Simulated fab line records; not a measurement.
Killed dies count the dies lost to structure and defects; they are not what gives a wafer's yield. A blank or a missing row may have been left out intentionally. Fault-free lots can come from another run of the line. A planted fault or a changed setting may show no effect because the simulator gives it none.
Chamber matching ; flow n5 finfet ; N5_BEOL_M9_DESCUM_33 on rie diel-06 has 4 sister chambers
The step chemistry O2, time 7 s. 20 wafers are shown with their chamber, then 10 later ones without.

WAFERS, EACH WITH ITS CHAMBER
wafer;chamber;drypump motor current A (A);showerhead plenum p Torr (Torr);throttle valve pct (%)
L075.3;3;5.2;2.00;20.62
L075.4;1;5.7;2.17;20.34
L075.5;1;5.7;2.17;20.34
L077.3;0;5.7;2.19;20.55
L077.4;2;6.8;2.02;20.46
L077.5;3;5.2;2.00;20.65
L080.2;2;6.7;2.02;20.48
L080.3;0;5.7;2.19;20.56
L080.4;1;5.7;2.17;20.38
L081.1;2;6.7;2.02;20.48
L081.3;0;5.7;2.19;20.57
L081.6;2;6.8;2.02;20.51
L085.1;3;5.2;1.99;20.67
L085.2;1;5.7;2.17;20.39
L085.6;3;5.2;1.99;20.65
L090.4;3;5.2;1.99;20.68
L090.5;0;5.7;2.18;20.60
L090.6;1;5.7;2.16;20.40
L089.2;3;5.2;1.98;20.70
L089.5;0;5.7;2.18;20.58

SIGNATURES (averages over the wafers above)
reading;chamber 0;chamber 1;chamber 2;chamber 3;scatter within a chamber
drypump motor current A;5.700;5.700;6.750;5.200;0.025
showerhead plenum p Torr;2.1860;2.1680;2.0200;1.9917;0.0055
throttle valve pct;20.5720;20.3700;20.4825;20.6617;0.0248
Rule: distance of a wafer from a chamber = root of the sum over the readings of ((wafer's reading minus chamber's mean) / reading's scatter) squared. The wafer belongs to the nearest chamber; if the next one is less than 2 further off, it can't be placed. The scatter: take each reading less its chamber's mean, square it, sum over the shown wafers, divide by the number of wafers less the number of chambers, and take the root.

WAFERS WITH NO CHAMBER GIVEN
wafer;drypump motor current A (A);showerhead plenum p Torr (Torr);throttle valve pct (%)
L089.6;5.7;2.16;20.42
L091.1;5.7;2.18;20.60
L091.3;6.7;2.01;20.52
L091.6;6.7;2.01;20.53
L095.4;5.7;2.18;20.60
L095.5;5.7;2.18;20.61
L095.6;6.7;2.01;20.52
L096.1;5.7;2.16;20.01
L096.3;5.2;2.25;20.06
L096.5;5.2;2.25;20.07

THE CHAMBER EACH PASSED THROUGH
wafer;from the rows above;in truth
L089.6;1;1
L091.1;0;0
L091.3;2;2
L091.6;2;2
L095.4;0;0
L095.5;0;0
L095.6;2;2
L096.1;1;1
L096.3;1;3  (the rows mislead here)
L096.5;1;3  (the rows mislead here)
Placed correctly: 8 of 10. Can't be placed from these rows: 0. Number placed wrongly: 2.
